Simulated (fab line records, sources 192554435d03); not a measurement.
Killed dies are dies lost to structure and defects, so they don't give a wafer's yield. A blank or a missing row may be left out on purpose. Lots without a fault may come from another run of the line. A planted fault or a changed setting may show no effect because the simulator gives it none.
Problem report in the 8D (eight disciplines) form, filled by code | flow n5_finfet | the parts of the form that need people (team, actions taken, sign-off) are left out

1. THE PROBLEM
spin_speed_rpm at N5_MOL_CONTACT_COAG_COAT_77 reads a mean of 1459.5 rpm on 6 wafers of 2 lots; wafers without a fault read 1499.9 rpm with a standard deviation of 0.97. That is -42 standard deviations from the usual mean.
The step: time 60 s, resist thk 10 nm.
First seen on wafer L254.1, day 7 05:47, on litho_track-04. The record holds 27 wafers of 9 lots with a number at this step. Rule for "out", or "out of limits": more than 4 standard deviations from the usual mean. The other wafers with a number count as sound.

2. WHAT IT IS AND WHAT IT IS NOT
question                    | is                     | is not
which readings at this step | spin_speed_rpm         | chill_plate_temp_C
which lots                  | L254, L255             | L248, L249, L261, L262, L265, L268, L269
which wafers of those lots  | all that have a number | -
read on which tools         | litho_track-04         | litho_track-03, litho_track-05
when                        | from day 7 05:47       | up to then (6 sound wafers); but 15 sound wafers of L261, L262, L265, L268, L269 came after

3. SUSPECTS, AND WHAT RULES EACH OUT
Counting: a tool at a process step up to the reading stays a suspect if it ran every lot that is out and no sound lot after the first of them.
- litho_track-04 at N5_MOL_CONTACT_COAG_COAT_77 (time 60 s, resist thk 10 nm): ruled out as a lasting fault. Sound lots L265, L269 ran on it after its first lot that is out, L254 (day 7 05:47).
Left after counting: nothing in the record.

4. THE CAUSE (what the simulator had put in)
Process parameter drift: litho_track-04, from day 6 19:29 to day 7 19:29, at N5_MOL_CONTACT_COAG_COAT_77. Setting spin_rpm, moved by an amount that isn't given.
Counting ruled it out, wrongly.

5. THE CHAIN OF EFFECTS, in route order
Each row: a reading whose mean over the struck wafers that have a number lies more than 3 standard deviations from the usual. Only readings for which the record gives a usual standard deviation are gone through. hours: the time from each lot's start at the first step in this table that gives one to its start at this step, as a median over the lots. sigmas: the change in usual standard deviations.
hours | step                        | reading        | usual      | on struck wafers | change | sigmas
0     | N5_MOL_CONTACT_COAG_COAT_77 | spin_speed_rpm | 1499.9 rpm | 1459.5           | -40.4  | -42
The process steps in it:
- N5_MOL_CONTACT_COAG_COAT_77: time 60 s, resist thk 10 nm.
Later measuring or inspecting steps at which every struck wafer that the step has a row for has a number for every such reading, and none has moved that far: N5_BEOL_M4_RC_MEAS_101.

6. WHAT WOULD HAVE CAUGHT IT SOONER
In this record the first reading out of limits was taken at day 7 05:47, 10 hours after the fault began at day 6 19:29.
